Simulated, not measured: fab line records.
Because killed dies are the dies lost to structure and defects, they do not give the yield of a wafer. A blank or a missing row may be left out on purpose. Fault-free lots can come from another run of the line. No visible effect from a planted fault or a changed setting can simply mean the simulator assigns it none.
A lot that was struck, set against a sound lot + flow nand-harc + 14 steps out of a route of 1302
Sound: these wafers, L780.4, L780.5, L780.6. The struck wafers were L787.2, L787.4, L787.6. The cause comes at the end.
At each step with rows: each side's tool, then ch and its chambers, then its first start. Under that, the readings that differ: sound wafers + struck wafers + difference of the means + sigmas: that difference in standard deviations of wafers without a fault.
alike: words and numbers the same on both sides, and readings whose means are apart by under 2 such deviations; not compared: readings that were withheld, readings missing a value for some wafer, numbers with overlapping values and no deviation given by the record, and bounds like >300 which may hide the same value.
A row with sigmas, a row that says differs or no value, or rows on one side alone: a step with any of these is where the two part. When numbers do not overlap yet have no deviation, they are printed without sigmas and do not part them. Lack of a reading on every wafer of one side parts them only where that side has two or more wafers.

first, 7 steps without rows for these wafers: NHARC_P_STI_SRD_35; NHARC_P_STI_ETCH_36 (etches SiO2 in dHF, target depth 38.8 nm); NHARC_P_STI_STRIP_24 (strips Si3N4 in H3PO4); NHARC_P_STI_ETCH_37 (etches SiO2 in dHF, target depth 11 nm); NHARC_P_STI_PRECLEAN_38 (cleans in SC1); NHARC_P_STI_SRD_39; NHARC_P_STI_OXIDE_40 (material SiO2, target thk 10 nm, ox time 1362 s).
NHARC_P_STI_INSPECT_25:
  struck on defect-inspect-01, day 7 00:34; sound on defect-inspect-02, day 4 08:24
  alike: raw-defect-count
then, 3 steps without rows for these wafers: NHARC_P_GATE_ETCH_69 (etches SiO2 in dHF, target depth 14 nm); NHARC_P_GATE_PRECLEAN_70 (cleans in SC1); NHARC_P_GATE_SRD_01.
NHARC_P_GATE_OXIDE_02: material SiO2, target thk 37.5 nm, ox time 365 s.
  sound on furnace-06 ch 0, day 4 11:53; struck on furnace-04 ch 0, day 7 08:52
  alike: spike-tc-bottom-C, tube-center-temp-C
then, 1 step without rows for these wafers: NHARC_P_GATE_DEHYDRATE_03 (time 120 s).
-- record jumps: 20 days between struck wafers' starts before vs after; left off in module P_GATE, resumes in module END, first step shown is number 1302 of the route --
NHARC_END_SORT_01:
  only the struck wafers appear in the record here, on prober-01 ch 0 at day 27 05:16; the sound ones have no rows

## WHERE THEY PART
Only at NHARC_END_SORT_01, within this record.

WHY: what had been put in by the simulator
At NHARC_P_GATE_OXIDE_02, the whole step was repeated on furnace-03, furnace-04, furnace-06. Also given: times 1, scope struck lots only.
